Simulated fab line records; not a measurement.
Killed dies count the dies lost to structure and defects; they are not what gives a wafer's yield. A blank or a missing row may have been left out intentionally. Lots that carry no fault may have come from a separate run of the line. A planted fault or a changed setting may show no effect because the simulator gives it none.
Which tool was responsible?    flow nand harc    Sampling: 13 lots, 39 wafers, 7 of 1302 route steps

== WHAT EACH GAUGE READ, for each wafer ==
NHARC_A_ONON_D2_THK_MEAS_02: measures by ellipsometry. Usual: thk nm at 999 nm, with a standard deviation of 11.
lot   measured      on             thk nm (nm)     flag
L762  day 12 12:54  film metro-02  971 973 974     
L763  day 12 18:38  film metro-02  992 991 991     
L764  day 12 18:59  film metro-01  1017 1015 1017  
L770  day 16 09:58  film metro-02  994 994 994     
L766  day 16 09:59  film metro-02  990 991 991     
L769  day 16 10:19  film metro-02  991 991 991     
L771  day 17 00:58  film metro-01  995 995 994     
L767  day 17 01:06  film metro-01  1007 1005 1006  
L773  day 17 08:03  film metro-01  1011 1011 1011  
L776  day 18 08:39  film metro-02  1003 1003 1003  
L781  day 20 00:57  film metro-02  1005 1006 1007  
L782  day 20 12:59  film metro-02  1012 1012 1010  
L783  day 21 18:10  film metro-02  1002 1002 1003  

NHARC_A_ONON_D2_THK_MEAS_11: measures by ellipsometry. Usual: thk nm at 997 nm, with a standard deviation of 11.
lot   measured      on             thk nm (nm)     flag
L762  day 12 14:44  film metro-02  1002 1004 1005  
L763  day 12 20:20  film metro-02  1012 1008 1011  
L764  day 12 20:41  film metro-02  1005 1006 1006  
L770  day 16 11:40  film metro-02  985 985 987     
L766  day 16 11:49  film metro-02  997 999 999     
L769  day 16 12:01  film metro-02  996 996 995     
L771  day 17 03:17  film metro-01  985 987 987     
L767  day 17 03:25  film metro-01  1003 1002 1003  
L773  day 17 09:47  film metro-01  1015 1016 1016  
L776  day 18 10:46  film metro-01  990 991 991     
L781  day 20 02:47  film metro-01  986 988 986     
L782  day 20 14:41  film metro-02  990 990 992     
L783  day 21 19:52  film metro-02  1006 1008 1009  

NHARC_A_ONON_D2_THK_MEAS_34: measures by ellipsometry. Usual: thk nm at 199.6 nm, with a standard deviation of 2.6.
lot   measured      on             thk nm (nm)        flag
L762  day 13 01:22  film metro-01  199.2 195.2 200.8  
L763  day 13 07:41  film metro-01  196.7 199.9 202.9  
L764  day 13 07:42  film metro-01  197.5 201.3 200.3  
L770  day 17 02:38  film metro-01  201.8 197.9 199.7  
L766  day 17 02:50  film metro-01  198.0 196.4 200.6  
L769  day 17 02:54  film metro-01  199.8 200.1 202.6  
L771  day 17 14:55  film metro-02  196.2 198.1 200.7  
L767  day 17 14:46  film metro-01  198.2 197.2 204.0  
L773  day 17 20:27  film metro-02  198.6 201.2 199.0  
L776  day 18 21:13  film metro-01  202.9 198.1 197.4  
L781  day 20 13:19  film metro-02  193.5 196.2 199.2  
L782  day 21 01:26  film metro-01  198.0 197.3 199.9  
L783  day 22 07:13  film metro-02  200.6 199.3 202.1  

NHARC_A_CHANNEL_HOLE_D2_CD_MEAS_31. Usual: cd nm at 90.7 nm, with a standard deviation of 1.4.
lot   measured      on         cd nm (nm)      flag
L762  day 13 22:02  cd sem-02  91.1 93.4 90.0  
L763  day 14 06:13  cd sem-01  92.4 91.9 93.8  
L764  day 14 07:06  cd sem-03  89.4 90.8 89.9  
L770  day 17 16:20  cd sem-03  90.8 93.9 94.3  
L766  day 17 20:29  cd sem-02  91.4 90.8 91.3  
L769  day 17 21:24  cd sem-02  91.6 91.8 91.2  
L771  day 18 12:50  cd sem-02  - - -           OFF
L767  day 19 01:56  cd sem-03  89.2 91.6 92.4  
L773  day 19 00:59  cd sem-01  - - -           OFF
L776  day 19 10:17  cd sem-01  90.5 89.6 88.9  
L781  day 20 23:04  cd sem-01  89.7 90.3 91.6  
L782  day 21 12:55  cd sem-01  88.2 90.3 90.1  
L783  day 22 17:20  cd sem-01  89.9 90.4 88.5  

NHARC_A_CHANNEL_HOLE_D2_INSPECT_40. Usual: raw defect count at 271, with a standard deviation of 82.
lot   measured      on                 raw defect count  flag
L762  day 13 22:14  defect inspect-02  213 217 165       
L763  day 14 06:24  defect inspect-02  319 193 364       
L764  day 14 07:17  defect inspect-01  264 241 327       
L770  day 17 16:31  defect inspect-01  257 315 345       
L766  day 17 20:41  defect inspect-02  343 497 368       
L769  day 17 21:35  defect inspect-01  202 229 156       
L771  day 18 13:01  defect inspect-01  4147 3879 3895    OFF
L767  day 19 02:07  defect inspect-02  158 336 245       
L773  day 19 01:10  defect inspect-02  3940 4050 3959    OFF
L776  day 19 10:28  defect inspect-02  329 234 232       
L781  day 20 23:16  defect inspect-02  243 202 163       
L782  day 21 13:06  defect inspect-02  242 273 162       
L783  day 22 17:31  defect inspect-02  214 168 253       

NHARC_END_SORT_01. Usual: killed at array 54, standard deviation 18; killed at other 0.9, standard deviation 1.2; killed at periphery 4.4, standard deviation 2.9; killed dies 59, standard deviation 18; killed open 3.2, standard deviation 1.8; killed short 2.6, standard deviation 1.8.
lot   measured      on         killed at array  killed at other  killed at periphery  killed dies  killed open  killed short  flag
L771  day 30 16:32  prober-02  677 677 677      0 0 0            0 0 0                677 677 677  1 1 0        0 0 0         OFF
L773  day 30 18:10  prober-01  675 677 676      0 0 0            2 0 1                677 677 677  3 0 0        0 0 0         OFF
L776  day 31 10:43  prober-01  65               0                2                    67           4            1             

== WHICH TOOL RAN EACH LOT (tool, then ch and the chambers of the sampled wafers, then the start) ==
lot   NHARC_A_CHANNEL_HOLE_D2_DEP_00
L762  acl dep-02 ch 0, day 13 02:46
L763  acl dep-03 ch 0, day 13 08:28
L764  acl dep-02 ch 0, day 13 08:09
L770  acl dep-02 ch 0, day 17 06:01
L766  acl dep-03 ch 0, day 17 06:40
L769  acl dep-02 ch 0, day 17 07:35
L771  acl dep-01, day 17 19:08
L767  acl dep-03 ch 0, day 17 17:30
L773  acl dep-03, day 18 00:26
L776  acl dep-01 ch 0, day 18 23:35
L781  acl dep-02 ch 0, day 20 13:29
L782  acl dep-01 ch 0, day 21 03:23
L783  acl dep-01 ch 0, day 22 07:41
- NHARC_A_CHANNEL_HOLE_D2_DEP_00: deposits aC, target thk 3100 nm.

== AS READ BY THE TOOLS THEMSELVES (means over the sampled wafers that have a number; for cases with no such wafer, the mark the record gives instead) ==
NHARC_A_CHANNEL_HOLE_D2_DEP_00. Usual: susceptor temp C 400.05 C, standard deviation 0.23; throttle valve pct 35.000 %, standard deviation 0.009.
lot   tool        susceptor temp C (C)  throttle valve pct (%)  flag
L762  acl dep-02  399.52                35.000                  
L763  acl dep-03  400.11                35.006                  
L764  acl dep-02  400.24                35.004                  
L770  acl dep-02  -                     34.998                  OFF
L766  acl dep-03  399.92                35.006                  
L769  acl dep-02  400.22                35.001                  
L771  acl dep-01  -                     -                       OFF
L767  acl dep-03  400.15                35.005                  
L773  acl dep-03  -                     -                       OFF
L776  acl dep-01  399.81                35.007                  
L781  acl dep-02  -                     35.014                  OFF
L782  acl dep-01  -                     34.998                  OFF
L783  acl dep-01  399.93                35.001                  

== THE ANSWER, worked out from the rows above alone ==
Rule: a lot is off if the mean of its wafers that have a number lies more than 3 standard deviations from the usual mean. A lot without any number at a reading at which 4 lots or more have one is off too. All remaining lots with rows at the step are treated as sound. First the gauges in route order, then the tools' own readings, where a lot's mean is used as printed above. At the first step where some lot is off, the reading lying furthest off is the one used; lots without a number count as furthest.
Off at NHARC_A_CHANNEL_HOLE_D2_CD_MEAS_31 (cd nm): L771, L773. Without a number there: L771, L773.
A tool fits if, at a process step before that reading, it ran every lot that is off, and no sound lot after the first of them. Not tried: the gauges at NHARC_A_CHANNEL_HOLE_D2_CD_MEAS_31; whatever is off there is also off at NHARC_A_CHANNEL_HOLE_D2_INSPECT_40, on other tools, and gauge error can't account for it. None of those tried fits.

== WHAT WAS PUT IN BY THE SIMULATOR ==
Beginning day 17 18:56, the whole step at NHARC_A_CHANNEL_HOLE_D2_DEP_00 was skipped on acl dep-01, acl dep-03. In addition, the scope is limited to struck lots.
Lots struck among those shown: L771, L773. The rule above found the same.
